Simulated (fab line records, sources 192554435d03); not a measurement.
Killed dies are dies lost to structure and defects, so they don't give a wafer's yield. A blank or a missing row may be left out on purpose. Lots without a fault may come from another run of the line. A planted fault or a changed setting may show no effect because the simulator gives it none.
A struck lot beside a sound one | flow n5_finfet | 15 steps out of a route of 1938
Sound: wafers L177.3, L177.4, L177.6. Struck: wafers L183.5, L183.6. (L183.2 of the same lot was not struck and is left out.) The cause comes at the end.
At each step with rows: each side's tool, then ch and its chambers, then its first start. Under that, the readings that differ: sound wafers | struck wafers | difference of the means | sigmas: that difference in standard deviations of wafers without a fault.
alike: readings whose means differ by less than 2 such deviations, and words and numbers that are the same on both sides. not compared: withheld readings, readings that some wafer has no value for, bounds like >300 that may hide the same value, and numbers for which the record gives no deviation and whose values overlap.
The two part at a step that has a row with sigmas, a row that says differs or no value, or rows on one side only. Numbers that don't overlap but have no deviation are shown without sigmas and don't part them. A reading that every wafer of one side lacks parts them only if that side has two wafers or more.

N5_BEOL_M9_OVL_MEAS_12:
  sound on overlay-01 ch 0, day 11 05:37; struck on overlay-01 ch 0, day 12 20:35
  alike: M9_OVL
N5_BEOL_M9_INSPECT_13: inspects for defects (brightfield).
  sound on defect_inspect-01, day 11 05:38; struck on defect_inspect-01, day 12 20:37
  alike: raw_defect_count
N5_BEOL_M9_DESCUM_16: chemistry O2, time 7.9 s.
  sound on rie_diel-06 ch 0,1,2, day 11 05:40; struck on rie_diel-06 ch 2,3, day 12 20:58
  alike: drypump_motor_current_A, oes_product_au, rf_vpp_V, showerhead_plenum_p_Torr, throttle_valve_pct
  not compared: rf_hours_counter_h
N5_BEOL_M9_ETCH_61: etches SiARC in CF4, target depth 39 nm, time 65 s.
  sound on rie_diel-06 ch 0,1,2, day 11 05:43; struck on rie_diel-06 ch 2,3, day 12 20:59
  alike: drypump_motor_current_A, etch_rf_on_time_s, oes_product_au, rf_vpp_V, showerhead_plenum_p_Torr, throttle_valve_pct
  not compared: rf_hours_counter_h
N5_BEOL_M9_ETCH_62: etches SOC in N2/H2, target depth 110 nm, overetch 22 nm, time 165 s.
  sound on rie_diel-06 ch 0,1,2, day 11 05:46; struck on rie_diel-06 ch 2,3, day 12 21:02
  alike: drypump_motor_current_A, oes_product_au, rf_vpp_V, showerhead_plenum_p_Torr, throttle_valve_pct
  not compared: rf_hours_counter_h
then, 1 step without rows for these wafers: N5_BEOL_M9_STRIP_68 (strips in N2/H2).
N5_BEOL_M9_STRIP_67: strips in CF4.
  sound on rie_diel-06 ch 0,1,2, day 11 05:54; struck on rie_diel-06 ch 2,3, day 12 21:11
  alike: drypump_motor_current_A, oes_product_au, rf_vpp_V, showerhead_plenum_p_Torr, throttle_valve_pct
  not compared: rf_hours_counter_h
N5_BEOL_M9_HM_OPEN_17: chemistry Cl2/BCl3, target TiN, target depth 20 nm, overetch 6 nm.
  sound on rie_metal-03 ch 0,1, day 11 05:58; struck on rie_metal-03 ch 0,1, day 12 21:14
  alike: drypump_motor_current_A, oes_product_au, throttle_valve_pct
  not compared: rf_hours_counter_h
then, 1 step without rows for these wafers: N5_BEOL_M9_STRIP_19 (strips in O2).
N5_BEOL_M9_CD_MEAS_18: pitch 140 nm, target cd 70 nm.
  sound on cd_sem-03, day 11 06:08; struck on cd_sem-01, day 12 21:25
  alike: cd_nm
then, 2 steps without rows for these wafers: N5_BEOL_M9_COAT_63 (time 60 s, resist thk 60 nm); N5_BEOL_M9_COAT_64 (time 60 s, resist thk 12 nm).
N5_BEOL_M9_COAT_75: time 60 s, resist thk 5 nm.
  sound on litho_track-04 ch 0, day 11 08:40; struck on litho_track-04 ch 0, day 12 22:01
  reading                  | sound             | struck      | difference | sigmas
  heater_power_total_W (W) | 391.9 394.0 390.5 | 408.7 410.1 | +17.3      | +13
  run_length_s (s)         | 66.26 66.65 66.34 | 61.52 61.66 | -4.83      | -22
then, 1 step without rows for these wafers: N5_BEOL_M9_COAT_22 (resist thk 30 nm).
-- the record jumps here: 3 days lie between the struck wafers' starts before and after (it left off in module BEOL_M9 and takes up again in module PASSIVATION, whose first step shown is number 1936 of the route) --
N5_PASSIVATION_PROBE_49:
  sound on prober-02, day 14 03:44; struck on prober-02, day 15 11:21
  alike: defect_limited_yield, killed_at_M0_to_M3, killed_at_M4_up, killed_at_contacts, killed_at_front_end, killed_at_other, killed_dies, killed_on_rim, killed_open, killed_short, sort_bin_5_function, sort_bin_6_memory, sort_n_pass, sort_yield_pct

WHERE THEY PART
Only at N5_BEOL_M9_COAT_75, within this record. Later steps at which nothing parts them and some readings are alike: N5_PASSIVATION_PROBE_49.

WHY: what the simulator had put in
Process parameter drift: litho_track-04, from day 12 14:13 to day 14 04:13, at N5_BEOL_M9_COAT_75. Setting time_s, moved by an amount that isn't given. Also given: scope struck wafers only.
